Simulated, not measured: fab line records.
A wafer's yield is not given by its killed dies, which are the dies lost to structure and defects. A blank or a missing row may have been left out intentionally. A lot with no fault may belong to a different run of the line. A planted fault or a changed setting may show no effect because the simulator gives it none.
Problem report, 8D (eight disciplines) form, completed by code / flow n5Finfet / the parts of the form that need people (team, actions taken, sign-off) are left out

## 1. WHAT IS WRONG
Mean of spinSpeedRpm at N5_BEOL_M10_COAT_60: 1371.3 rpm across 6 wafers in 2 lots; on wafers with no fault it is 1499.9 rpm (standard deviation 0.95). So: -99 or more standard deviations from the usual mean.
The step: time 60 s, resist thk 30 nm.
The first sign was on wafer L591.1 at day 15 11:56, on lithoTrack-01. The record holds 12 wafers of 4 lots with a number at this step. By rule, "out" or "out of limits" means more than 4 standard deviations away from the usual mean. All remaining wafers that have a number are taken as sound.

## 2. WHAT IT IS, AND WHAT IT ISN'T
question=which readings at this step | is=spinSpeedRpm | is not=-
question=which lots | is=L591, L593 | is not=L573, L592
question=which wafers of those lots | is=all that have a number | is not=-
question=read on which tools | is=lithoTrack-01 | is not=lithoTrack-05
question=when | is=from day 15 11:56 | is not=up to then (3 sound wafers); but 3 sound wafers of L592 came after

## 3. WHAT RULES OUT EACH SUSPECT
Counting: a tool stays on the suspect list if, at a process step up to the reading, it processed all lots that are out and no sound lot following the first of them.
- lithoTrack-01 at N5_BEOL_M10_COAT_60 (time 60 s, resist thk 30 nm): kept. Every lot that is out went through it, starting with L591 (day 15 11:56), and after that it ran no sound lot; the last sound lot it ran before then is L573 (day 11 10:49). Out on those wafers are its own readings of spinSpeedRpm.
The count leaves lithoTrack-01 at N5_BEOL_M10_COAT_60.

## 4. THE CAUSE (what the simulator had put in)
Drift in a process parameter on lithoTrack-01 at N5_BEOL_M10_COAT_60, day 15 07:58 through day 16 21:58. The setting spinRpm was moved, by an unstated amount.
The count eliminated every tool but this one.

## 5. SEQUENCE OF EFFECTS, ordered by route
Rows list readings where the struck wafers' mean (over those with a number) sits beyond 3 standard deviations from the usual. Scope: only readings with a usual standard deviation given in the record; hours: median across lots of the time from each lot's start at the first step in this table that gives one to its start at this step; sigmas: change in usual standard deviations.
hours=0; step=N5_BEOL_M10_COAT_60; reading=spinSpeedRpm; usual=1499.9 rpm; on struck wafers=1371.3; change=-128.6; sigmas=-99 or more
It contains these process steps:
- N5_BEOL_M10_COAT_60: time 60 s, resist thk 30 nm.

## 6. HOW IT WOULD HAVE BEEN CAUGHT EARLIER
In this record the first reading out of limits was taken at day 15 11:56, 4 hours after the fault began at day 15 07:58.
